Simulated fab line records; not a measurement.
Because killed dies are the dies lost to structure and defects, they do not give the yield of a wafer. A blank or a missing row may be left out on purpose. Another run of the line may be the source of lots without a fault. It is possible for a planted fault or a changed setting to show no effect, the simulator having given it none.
Which tool was responsible? || flow n5-finfet || Sampling: 13 lots, 38 wafers, 4 of 1938 route steps

## WHAT THE GAUGES SHOWED, per wafer
N5_BEOL_M8_CD_MEAS_11: the cd target is 38.5 nm.
{"lot": "L997", "measured": "day 10 07:30", "on": "cd-sem-01", "cd-nm (nm)": "38.5 38.1 39.3"}
{"lot": "L998", "measured": "day 10 15:05", "on": "cd-sem-03", "cd-nm (nm)": "38.6 38.7 39.3"}
{"lot": "L101", "measured": "day 10 17:19", "on": "cd-sem-02", "cd-nm (nm)": "38.9 38.7 39.4"}
{"lot": "L100", "measured": "day 10 20:47", "on": "cd-sem-03", "cd-nm (nm)": "38.5 38.5 38.2"}
{"lot": "L103", "measured": "day 11 13:06", "on": "cd-sem-01", "cd-nm (nm)": "38.8 38.1 38.0"}
{"lot": "L105", "measured": "day 11 13:44", "on": "cd-sem-01", "cd-nm (nm)": "38.9 38.1 38.6"}
{"lot": "L104", "measured": "day 11 15:32", "on": "cd-sem-03", "cd-nm (nm)": "38.5 39.0 39.0"}
{"lot": "L106", "measured": "day 12 00:37", "on": "cd-sem-01", "cd-nm (nm)": "38.2 38.5 38.7"}
{"lot": "L108", "measured": "day 12 21:37", "on": "cd-sem-01", "cd-nm (nm)": "37.6 38.3 38.4"}
{"lot": "L110", "measured": "day 13 14:58", "on": "cd-sem-01", "cd-nm (nm)": "39.2 38.9 38.3"}
{"lot": "L113", "measured": "day 13 20:09", "on": "cd-sem-03", "cd-nm (nm)": "38.5 38.8 38.4"}
{"lot": "L118", "measured": "day 15 12:26", "on": "cd-sem-02", "cd-nm (nm)": "38.4 38.2"}
{"lot": "L117", "measured": "day 15 13:58", "on": "cd-sem-02", "cd-nm (nm)": "38.5 37.7 39.4"}

N5_BEOL_M8_OVL_MEAS_12.
{"lot": "L997", "measured": "day 10 07:32", "on": "overlay-02", "M8_OVL (nm)": "0.9 0.1 1.1"}
{"lot": "L998", "measured": "day 10 15:07", "on": "overlay-01", "M8_OVL (nm)": "0.7 1.1 1.4"}
{"lot": "L101", "measured": "day 10 17:20", "on": "overlay-01", "M8_OVL (nm)": "0.0 -0.6 0.9"}
{"lot": "L100", "measured": "day 10 20:49", "on": "overlay-01", "M8_OVL (nm)": "1.0 1.2 1.5"}
{"lot": "L103", "measured": "day 11 13:08", "on": "overlay-02", "M8_OVL (nm)": "0.7 0.6 0.6"}
{"lot": "L105", "measured": "day 11 13:46", "on": "overlay-01", "M8_OVL (nm)": "-0.4 0.4 0.2"}
{"lot": "L104", "measured": "day 11 15:34", "on": "overlay-02", "M8_OVL (nm)": "0.6 -0.4 -0.1"}
{"lot": "L106", "measured": "day 12 00:38", "on": "overlay-02", "M8_OVL (nm)": "0.2 0.3 0.5"}
{"lot": "L108", "measured": "day 12 21:38", "on": "overlay-02", "M8_OVL (nm)": "0.9 0.3 0.5"}
{"lot": "L110", "measured": "day 13 14:59", "on": "overlay-01", "M8_OVL (nm)": "0.0 -0.2 0.0"}
{"lot": "L113", "measured": "day 13 20:11", "on": "overlay-02", "M8_OVL (nm)": "-0.2 -0.2 -0.5"}
{"lot": "L118", "measured": "day 15 12:28", "on": "overlay-02", "M8_OVL (nm)": "0.2 0.6"}
{"lot": "L117", "measured": "day 15 13:59", "on": "overlay-01", "M8_OVL (nm)": "0.1 0.8 0.6"}

N5_BEOL_M8_CD_MEAS_28: the cd target is 40 nm.
{"lot": "L997", "measured": "day 10 11:25", "on": "cd-sem-03", "cd-nm (nm)": "39.78 39.86 40.23"}
{"lot": "L998", "measured": "day 10 15:56", "on": "cd-sem-01", "cd-nm (nm)": "39.75 40.09 40.00"}
{"lot": "L101", "measured": "day 10 19:49", "on": "cd-sem-03", "cd-nm (nm)": "40.21 40.13 40.08"}
{"lot": "L100", "measured": "day 11 00:26", "on": "cd-sem-02", "cd-nm (nm)": "40.15 39.55 40.06"}
{"lot": "L103", "measured": "day 11 14:16", "on": "cd-sem-03", "cd-nm (nm)": "39.80 39.58 39.98"}
{"lot": "L105", "measured": "day 11 14:40", "on": "cd-sem-02", "cd-nm (nm)": "39.99 39.37 39.88"}
{"lot": "L104", "measured": "day 11 17:17", "on": "cd-sem-03", "cd-nm (nm)": "40.32 39.92 39.85"}
{"lot": "L106", "measured": "day 12 02:29", "on": "cd-sem-03", "cd-nm (nm)": "40.13 39.86 39.88"}
{"lot": "L108", "measured": "day 13 04:00", "on": "cd-sem-02", "cd-nm (nm)": "40.17 39.92 39.89"}
{"lot": "L110", "measured": "day 13 15:50", "on": "cd-sem-03", "cd-nm (nm)": "40.23 39.82 40.45"}
{"lot": "L113", "measured": "day 13 22:22", "on": "cd-sem-02", "cd-nm (nm)": "40.10 40.05 40.52"}
{"lot": "L118", "measured": "day 15 17:04", "on": "cd-sem-01", "cd-nm (nm)": "39.93 39.93"}
{"lot": "L117", "measured": "day 15 17:06", "on": "cd-sem-03", "cd-nm (nm)": "40.00 39.59 39.64"}

## TOOL THAT RAN EACH LOT (tool first, then ch and the chambers of the sampled wafers, then the start)
{"lot": "L997", "N5_BEOL_M8_COAT_71": "litho-track-01 ch 0, day 10 11:01"}
{"lot": "L998", "N5_BEOL_M8_COAT_71": "litho-track-02 ch 0, day 10 15:40"}
{"lot": "L101", "N5_BEOL_M8_COAT_71": "litho-track-02 ch 0, day 10 19:34"}
{"lot": "L100", "N5_BEOL_M8_COAT_71": "litho-track-01 ch 0, day 11 00:11"}
{"lot": "L103", "N5_BEOL_M8_COAT_71": "litho-track-05 ch 0, day 11 13:53"}
{"lot": "L105", "N5_BEOL_M8_COAT_71": "litho-track-02 ch 0, day 11 14:23"}
{"lot": "L104", "N5_BEOL_M8_COAT_71": "litho-track-05 ch 0, day 11 17:02"}
{"lot": "L106", "N5_BEOL_M8_COAT_71": "litho-track-02 ch 0, day 12 02:05"}
{"lot": "L108", "N5_BEOL_M8_COAT_71": "litho-track-05 ch 0, day 13 03:27"}
{"lot": "L110", "N5_BEOL_M8_COAT_71": "litho-track-01 ch 0, day 13 15:35"}
{"lot": "L113", "N5_BEOL_M8_COAT_71": "litho-track-01 ch 0, day 13 22:07"}
{"lot": "L118", "N5_BEOL_M8_COAT_71": "litho-track-02 ch 0, day 15 16:40"}
{"lot": "L117", "N5_BEOL_M8_COAT_71": "litho-track-05 ch 0, day 15 16:47"}
- N5_BEOL_M8_COAT_71: time 60 s, resist thk 5 nm.

## WHAT THE TOOLS THEMSELVES READ (means of the sampled wafers that have a number; where no wafer has one, the mark that the record gives instead)
N5_BEOL_M8_COAT_71.
{"lot": "L997", "tool": "litho-track-01", "heater-power-total-W (W)": 391.7, "plate-temp-C (C)": 205.05}
{"lot": "L998", "tool": "litho-track-02", "heater-power-total-W (W)": 391.5, "plate-temp-C (C)": 205.11}
{"lot": "L101", "tool": "litho-track-02", "heater-power-total-W (W)": 391.1, "plate-temp-C (C)": 205.03}
{"lot": "L100", "tool": "litho-track-01", "heater-power-total-W (W)": 391.8, "plate-temp-C (C)": 205.07}
{"lot": "L103", "tool": "litho-track-05", "heater-power-total-W (W)": 390.3, "plate-temp-C (C)": 204.98}
{"lot": "L105", "tool": "litho-track-02", "heater-power-total-W (W)": 392.4, "plate-temp-C (C)": 205.10}
{"lot": "L104", "tool": "litho-track-05", "heater-power-total-W (W)": 392.1, "plate-temp-C (C)": 204.81}
{"lot": "L106", "tool": "litho-track-02", "heater-power-total-W (W)": 391.0, "plate-temp-C (C)": 204.92}
{"lot": "L108", "tool": "litho-track-05", "heater-power-total-W (W)": 390.6, "plate-temp-C (C)": 205.04}
{"lot": "L110", "tool": "litho-track-01", "heater-power-total-W (W)": 386.1, "plate-temp-C (C)": 202.88}
{"lot": "L113", "tool": "litho-track-01", "heater-power-total-W (W)": 386.4, "plate-temp-C (C)": 202.86}
{"lot": "L118", "tool": "litho-track-02", "heater-power-total-W (W)": 390.3, "plate-temp-C (C)": 204.92}
{"lot": "L117", "tool": "litho-track-05", "heater-power-total-W (W)": 391.6, "plate-temp-C (C)": 205.03}

## THE ANSWER, worked out from the rows above alone
Rule: usual is defined by the lots themselves. The widest of any qualifying gaps counts: lots, ordered by their means at a reading, are off when they make up no more than a third of the lots, leave a main group of 4 or more, and stand apart from it by 3 or more times the standard deviation of that group's means. A main group is skipped when, at the precision printed for the reading in the tables above, its means are all equal. Also off: a lot with no number at a reading for which 4 or more lots have one. The other lots that the step has rows for count as sound. The gauges are gone through in route order, then the tools' own readings, and for those a lot's mean is taken as printed above. The first step at which some lot is off is used, and at that step the reading that is off furthest; a lot without a number counts as furthest.
Off at N5_BEOL_M8_COAT_71 (plate-temp-C): L110, L113. The main group has a mean of 205.01 C with a standard deviation of 0.086.
A tool fits if, at that step or a process step before it, it ran every lot that is off, and no sound lot after the first of them. One fits: litho-track-01 at N5_BEOL_M8_COAT_71. Its last sound lot is L100 (day 11 00:11), its first lot that is off L110 (day 13 15:35): a fault that began between those two fits.
The tool's own readings at N5_BEOL_M8_COAT_71 bear it out: on the lots that are off they differ by more than 5 times the standard deviation of the sound lots' means. heater-power-total-W reads 386.2 W there against 391.3 W on the sound lots; plate-temp-C reads 202.87 C there against 205.01 C on the sound lots.

## WHAT HAD BEEN PUT IN BY THE SIMULATOR
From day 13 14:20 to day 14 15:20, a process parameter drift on litho-track-01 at N5_BEOL_M8_COAT_71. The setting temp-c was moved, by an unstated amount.
Shown lots that were struck: L110, L113. The same result came from the rule above.
